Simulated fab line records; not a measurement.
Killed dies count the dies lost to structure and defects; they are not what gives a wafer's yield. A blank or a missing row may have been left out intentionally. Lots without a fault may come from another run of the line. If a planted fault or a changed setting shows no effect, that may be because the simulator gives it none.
Struck lot and sound lot, side by side -- flow n5-finfet -- 40 steps out of a route of 1938
Sound: wafers L286.2, L286.4, L286.6. Wafers struck: L294.1, L294.2, L294.5. Last of all comes the cause.
At each step with rows: each side's tool, then ch and its chambers, then its first start. Under that, the readings that differ: sound wafers -- struck wafers -- difference of the means -- sigmas: that difference in standard deviations of wafers without a fault.
alike: readings with means less than 2 such deviations apart, plus words and numbers identical on both sides. not compared: withheld readings, readings lacking a value on some wafer, bounds such as >300 that could conceal the same value, and numbers that have no deviation in the record and whose values overlap.
The two part at a step that has a row with sigmas, a row that says differs or no value, or rows on one side only. When numbers do not overlap yet have no deviation, they are printed without sigmas and do not part them. A reading missing from all wafers of one side parts the sides only when that side holds two or more wafers.

first, 12 steps without rows for these wafers: N5_HKMG_FIN_ETCH_54 (etches SiARC in CF4, target depth 45.5 nm, time 75.8 s); N5_HKMG_FIN_ETCH_55 (etches SOC in N2/H2, target depth 240 nm, time 300 s); N5_HKMG_FIN_STRIP_56 (strips in N2/H2); N5_HKMG_FIN_STRIP_57 (strips in CF4); N5_HKMG_FIN_ETCH_58 (etches SOC in N2/H2, target depth 215.8 nm, time 741 s); N5_HKMG_FIN_STRIP_93 (strips SOC in N2/H2, time 20 s); N5_HKMG_FIN_WET_ETCH_76 (etches Al2O3 in dNH4OH, stops on La2O3, target depth 2.25 nm, rinse time 30 s); N5_HKMG_FIN_STRIP_60 (strips in N2/H2, time 360 s); N5_HKMG_FIN_WET_ETCH_77 (etches La2O3 in dHCl, stops on HfO2, target depth 2 nm); N5_HKMG_FIN_WET_ETCH_78 (etches Al2O3 in dNH4OH, stops on La2O3, target depth 4.5 nm, rinse time 30 s); N5_HKMG_FIN_ALD_79 (deposits TiN, target thk 1.5 nm, pulse time 1 s, purge time 3 s); N5_HKMG_FIN_CVD_62 (deposits a-Si from Si2H6, target thk 3 nm, time 20.8 s).
N5_HKMG_FIN_RTA_80: time 2 s.
  sound on rtp-anneal-01 ch 0, day 5 19:41; struck on rtp-anneal-02 ch 0, day 7 18:04
then, 25 steps without rows for these wafers: N5_HKMG_FIN_PRECLEAN_64 (cleans in dHF, time 30 s); N5_HKMG_FIN_WET_ETCH_65 (etches a-Si in TMAH, stops on TiN, time 49 s, target depth 3 nm); N5_HKMG_FIN_WET_ETCH_81 (etches TiN in SC1, stops on HfO2, time 57 s, target depth 6 nm); N5_HKMG_FIN_WET_ETCH_82 (etches La2O3 in dHCl, stops on HfO2, target depth 2 nm, rinse time 30 s); N5_HKMG_FIN_ALD_36 (deposits TiN, target thk 1 nm, pulse time 1 s, purge time 3 s); N5_HKMG_FIN_PWFM_ALD_03 (deposits TiN, target thk 2 nm, pulse time 1 s, purge time 3 s); N5_HKMG_FIN_COAT_29 (time 60 s, resist thk 300 nm); N5_HKMG_FIN_COAT_30 (time 60 s, resist thk 35 nm); N5_HKMG_FIN_COAT_06 (resist thk 90 nm); N5_HKMG_FIN_EBR_08; N5_HKMG_FIN_SOFTBAKE_07 (time 60 s); N5_HKMG_FIN_EXPOSE_09 (exposes mask NWFM); N5_HKMG_FIN_PEB_10 (peb time 60 s); N5_HKMG_FIN_DEVELOP_11 (develop time 30 s); N5_HKMG_FIN_DESCUM_17 (chemistry O2, time 7.9 s); N5_HKMG_FIN_ETCH_31 (etches SiARC in CF4, target depth 45.5 nm, time 75.8 s); N5_HKMG_FIN_ETCH_32 (etches SOC in N2/H2, target depth 240 nm, time 300 s); N5_HKMG_FIN_STRIP_33 (strips in N2/H2); N5_HKMG_FIN_STRIP_34 (strips in CF4); N5_HKMG_FIN_ETCH_35 (etches SOC in N2/H2, target depth 215.8 nm, time 243.4 s); N5_HKMG_FIN_STRIP_92 (strips SOC in N2/H2, time 20 s); N5_HKMG_FIN_WET_ETCH_18 (etches TiN in SC1, time 55 s, target depth 5.2 nm, rinse time 30 s); N5_HKMG_FIN_STRIP_19 (strips in N2/H2, time 360 s); N5_HKMG_FIN_ALD_91 (deposits TiN, target thk 1 nm, pulse time 1 s, purge time 3 s); N5_HKMG_FIN_COAT_85 (time 60 s, resist thk 300 nm).
-- here the record skips 4 days between the struck wafers' starts before and after, leaving off in module HKMG_FIN and picking up in module BEOL_M4 (first step shown: number 1111 of the route) --
N5_BEOL_M4_RC_MEAS_101:
  sound on prober-01 ch 0, day 9 20:07; struck on prober-01 ch 0, day 12 00:57
reading,sound,struck,difference,sigmas
IOFF_P (nA/um),0.23 0.19 0.25,0.14 0.12 0.15,-0.09,-2
IOFF_P_LIN (nA/um),0.104 0.092 0.111,0.066 0.057 0.067,-0.039,-3
IOFF_P_LONG (nA/um),0.000105 0.000102 0.0001,7.2e-05 7.3e-05 7.2e-05,-3.0e-05,-3
ION_P (uA/um),471 461 466,441 439 439,-26,-3
VT_N_LVT (mV),95 101 94,78 84 79,-16,-5
VT_P (mV),-248 -252 -247,-262 -265 -263,-14,-4
VT_P_LONG (mV),-276.2 -274.8 -275.3,-289.8 -292.2 -292.4,-16.0,-6
  alike: DIBL_N, DIBL_P, IOFF_N, ION_N, SS_N, SS_P, VT_N
-- the record jumps here: 5 days lie between the struck wafers' starts before and after (it left off in module BEOL_M4 and takes up again in module PASSIVATION, whose first step shown is number 1936 of the route) --
N5_PASSIVATION_PROBE_49:
  the record has rows for the struck wafers here (prober-01, day 16 13:38) and none for the sound ones

== WHERE THEY PART ==
At N5_BEOL_M4_RC_MEAS_101 first; at N5_PASSIVATION_PROBE_49 last (within this record only).

WHY: what had been put in by the simulator
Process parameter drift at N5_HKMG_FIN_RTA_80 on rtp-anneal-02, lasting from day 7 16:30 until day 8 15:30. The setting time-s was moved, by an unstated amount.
